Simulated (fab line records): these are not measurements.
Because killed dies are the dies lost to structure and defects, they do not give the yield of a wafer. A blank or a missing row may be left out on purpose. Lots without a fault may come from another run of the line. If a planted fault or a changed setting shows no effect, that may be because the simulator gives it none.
Chamber matching + flow n5 finfet + 3 sister chambers for N5_FIN_SAQP_PECVD_48 on pecvd-02
The step deposits SiNx from SiH4/NH3/N2, target thk 25 nm, time 22.1 s. 24 wafers are shown with their chamber, then 12 later ones without.

EACH WAFER AND ITS CHAMBER
| wafer  | chamber | throttle valve pct (%) | heater power w (W) | showerhead plenum p Torr (Torr) |
|--------|---------|------------------------|--------------------|---------------------------------|
| L076.1 | 0       | 40.4                   | 717                | 5.13                            |
| L076.2 | 1       | 40.6                   | 607                | 5.12                            |
| L076.5 | 1       | 40.3                   | 628                | 5.13                            |
| L077.1 | 0       | 40.0                   | 846                | 5.14                            |
| L077.2 | 1       | 40.5                   | 665                | 5.13                            |
| L077.3 | 2       | 38.5                   | 919                | 5.14                            |
| L077.4 | 2       | 38.3                   | 920                | 5.14                            |
| L077.5 | 0       | 40.1                   | 816                | 5.14                            |
| L077.6 | 1       | 40.3                   | 652                | 5.12                            |
| L078.4 | 1       | 40.5                   | 665                | 5.13                            |
| L078.5 | 2       | 38.3                   | 866                | 5.15                            |
| L078.6 | 0       | 40.4                   | 794                | 5.14                            |
| L081.1 | 2       | 38.3                   | 957                | 5.15                            |
| L081.2 | 0       | 40.1                   | 759                | 5.13                            |
| L081.6 | 0       | 40.5                   | 787                | 5.12                            |
| L085.2 | 0       | 40.1                   | 802                | 5.13                            |
| L085.4 | 1       | 40.2                   | 672                | 5.13                            |
| L085.5 | 2       | 38.6                   | 1011               | 5.15                            |
| L087.2 | 0       | 40.2                   | 819                | 5.13                            |
| L087.3 | 1       | 40.1                   | 740                | 5.12                            |
| L087.5 | 0       | 40.0                   | 825                | 5.14                            |
| L089.2 | 0       | 39.9                   | 784                | 5.13                            |
| L089.3 | 1       | 40.5                   | 726                | 5.11                            |
| L089.6 | 2       | 38.7                   | 939                | 5.16                            |

SIGNATURES, as means of the wafers listed above
| reading                  | chamber 0 | chamber 1 | chamber 2 | scatter within a chamber |
|--------------------------|-----------|-----------|-----------|--------------------------|
| throttle valve pct       | 40.170    | 40.375    | 38.450    | 0.187                    |
| heater power w           | 794.90    | 669.38    | 935.33    | 42.4                     |
| showerhead plenum p Torr | 5.1330    | 5.1238    | 5.1483    | 0.00717                  |
Rule: a wafer lies at a distance from a chamber equal to the root of the sum of squares, over the readings, of (its reading less the chamber's mean, divided by the reading's scatter). If the next closest chamber is less than 2 further off than the closest, the wafer can't be placed; otherwise it belongs to the closest. The scatter: take each reading less its chamber's mean, square it, sum over the shown wafers, divide by the number of wafers less the number of chambers, and take the root.

WAFERS MISSING THEIR CHAMBER
| wafer  | throttle valve pct (%) | heater power w (W) | showerhead plenum p Torr (Torr) |
|--------|------------------------|--------------------|---------------------------------|
| L090.2 | 40.3                   | 811                | 5.12                            |
| L090.3 | 38.6                   | 947                | 5.16                            |
| L090.5 | 40.4                   | 706                | 5.11                            |
| L092.1 | 38.7                   | 839                | 5.14                            |
| L092.2 | 40.4                   | 712                | 5.13                            |
| L092.3 | 40.2                   | 699                | 5.12                            |
| L093.3 | 40.4                   | 707                | 5.11                            |
| L093.5 | 40.5                   | 817                | 5.13                            |
| L093.6 | 38.7                   | 1003               | 5.16                            |
| L095.2 | 40.4                   | 849                | 5.13                            |
| L095.4 | 38.9                   | 926                | 5.16                            |
| L095.6 | 40.5                   | 843                | 5.13                            |

EACH ONE'S CHAMBER
| wafer  | from the rows above     | in truth |
|--------|-------------------------|----------|
| L090.2 | can't be placed: 0 or 1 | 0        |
| L090.3 | 2                       | 2        |
| L090.5 | can't be placed: 1 or 0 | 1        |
| L092.1 | 2                       | 2        |
| L092.2 | can't be placed: 1 or 0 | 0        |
| L092.3 | can't be placed: 1 or 0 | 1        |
| L093.3 | can't be placed: 1 or 0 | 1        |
| L093.5 | can't be placed: 0 or 1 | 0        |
| L093.6 | 2                       | 2        |
| L095.2 | 0                       | 0        |
| L095.4 | 2                       | 2        |
| L095.6 | 0                       | 0        |
Placed correctly: 6 of 12. From these rows, 6 cannot be placed; in 6 the true chamber is one of the candidates. Placed wrongly: 0.
